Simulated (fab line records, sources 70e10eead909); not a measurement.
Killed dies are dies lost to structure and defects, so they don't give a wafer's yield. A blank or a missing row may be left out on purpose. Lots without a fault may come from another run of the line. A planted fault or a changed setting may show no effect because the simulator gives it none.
A struck lot beside a sound one | flow nand_harc | 16 steps out of a route of 1302
Sound: wafers L607.3, L607.4, L607.5. Struck: wafers L618.2, L618.4, L618.5. The cause comes at the end.
At each step with rows: each side's tool, then ch and its chambers, then its first start. Under that, the readings that differ: sound wafers | struck wafers | difference of the means | sigmas: that difference in standard deviations of wafers without a fault.
alike: readings whose means differ by less than 2 such deviations, and words and numbers that are the same on both sides. not compared: withheld readings, readings that some wafer has no value for, bounds like >300 that may hide the same value, and numbers for which the record gives no deviation and whose values overlap.
The two part at a step that has a row with sigmas, a row that says differs or no value, or rows on one side only. Numbers that don't overlap but have no deviation are shown without sigmas and don't part them. A reading that every wafer of one side lacks parts them only if that side has two wafers or more.

NHARC_A_ONON_D2_THK_MEAS_11: measures by ellipsometry.
  sound on film_metro-01, day 16 00:38; struck on film_metro-02, day 21 05:27
  alike: thk_nm
then, 1 step without rows for these wafers: NHARC_A_ONON_D2_DEP_12 (target thk 1000 nm).
NHARC_A_ONON_D2_THK_MEAS_14: measures by ellipsometry.
  sound on film_metro-02, day 16 01:12; struck on film_metro-01, day 21 06:01
  alike: thk_nm
then, 2 steps without rows for these wafers: NHARC_A_ONON_D2_ANNEAL_15 (time 3600 s); NHARC_A_ONON_D2_DEP_16 (target thk 1000 nm).
NHARC_A_ONON_D2_THK_MEAS_18: measures by ellipsometry.
  sound on film_metro-02, day 16 08:34; struck on film_metro-01, day 21 14:03
  alike: thk_nm
then, 1 step without rows for these wafers: NHARC_A_ONON_D2_DEP_19 (target thk 1000 nm).
NHARC_A_ONON_D2_THK_MEAS_21: measures by ellipsometry.
  sound on film_metro-01, day 16 09:17; struck on film_metro-02, day 21 14:37
  alike: thk_nm
then, 1 step without rows for these wafers: NHARC_A_ONON_D2_DEP_22 (target thk 1000 nm).
NHARC_A_ONON_D2_THK_MEAS_24: measures by ellipsometry.
  sound on film_metro-01, day 16 09:59; struck on film_metro-01, day 21 15:10
  alike: thk_nm
then, 1 step without rows for these wafers: NHARC_A_ONON_D2_DEP_25 (target thk 1000 nm).
NHARC_A_ONON_D2_THK_MEAS_27: measures by ellipsometry.
  sound on film_metro-02, day 16 10:34; struck on film_metro-01, day 21 15:44
  alike: thk_nm
NHARC_A_ONON_D2_DEP_28: target thk 1000 nm.
  sound on pecvd_onon-04 ch 0, day 16 10:44; struck on pecvd_onon-01 ch 0, day 21 15:51
NHARC_A_ONON_D2_THK_MEAS_30: measures by ellipsometry.
  sound on film_metro-01, day 16 11:08; struck on film_metro-01, day 21 16:29
  reading     | sound          | struck      | difference | sigmas
  thk_nm (nm) | 1005 1006 1004 | 905 903 905 | -101       | -10
  not compared: hold
NHARC_A_ONON_D2_DEP_33: deposits SiO2, target thk 200 nm.
  sound on pecvd-01 ch 1,2, day 16 11:11; struck on pecvd-02 ch 0,1,2, day 21 18:55
  reading | sound | struck                                                                     | difference                   | sigmas
  hold    | - - - | await_dispo/2.2h/release await_dispo/2.2h/release await_dispo/2.2h/release | no value on the sound wafers |
  alike: heater_power_outer_w, heater_power_w, throttle_valve_pct
-- the record jumps here: 12 days lie between the struck wafers' starts before and after (it left off in module A_ONON_D2 and takes up again in module END, whose first step shown is number 1302 of the route) --
NHARC_END_SORT_01:
  sound on prober-02 ch 0, day 27 18:13; struck on prober-02 ch 0, day 33 13:26
  reading             | sound    | struck                                                               | difference                   | sigmas
  hold                | - - -    | await_dispo/4.4h/scrap await_dispo/4.4h/scrap await_dispo/4.4h/scrap | no value on the sound wafers |
  killed_at_array     | 27 26 23 | 668 674 672                                                          | +646                         | +28
  killed_at_periphery | 11 10 10 | 7 2 3                                                                | -6                           | -2
  killed_dies         | 39 37 33 | 677 677 677                                                          | +641                         | +29
  alike: killed_at_other, killed_open, killed_short

WHERE THEY PART
First at NHARC_A_ONON_D2_THK_MEAS_30; last, within this record, at NHARC_END_SORT_01.

WHY: what the simulator had put in
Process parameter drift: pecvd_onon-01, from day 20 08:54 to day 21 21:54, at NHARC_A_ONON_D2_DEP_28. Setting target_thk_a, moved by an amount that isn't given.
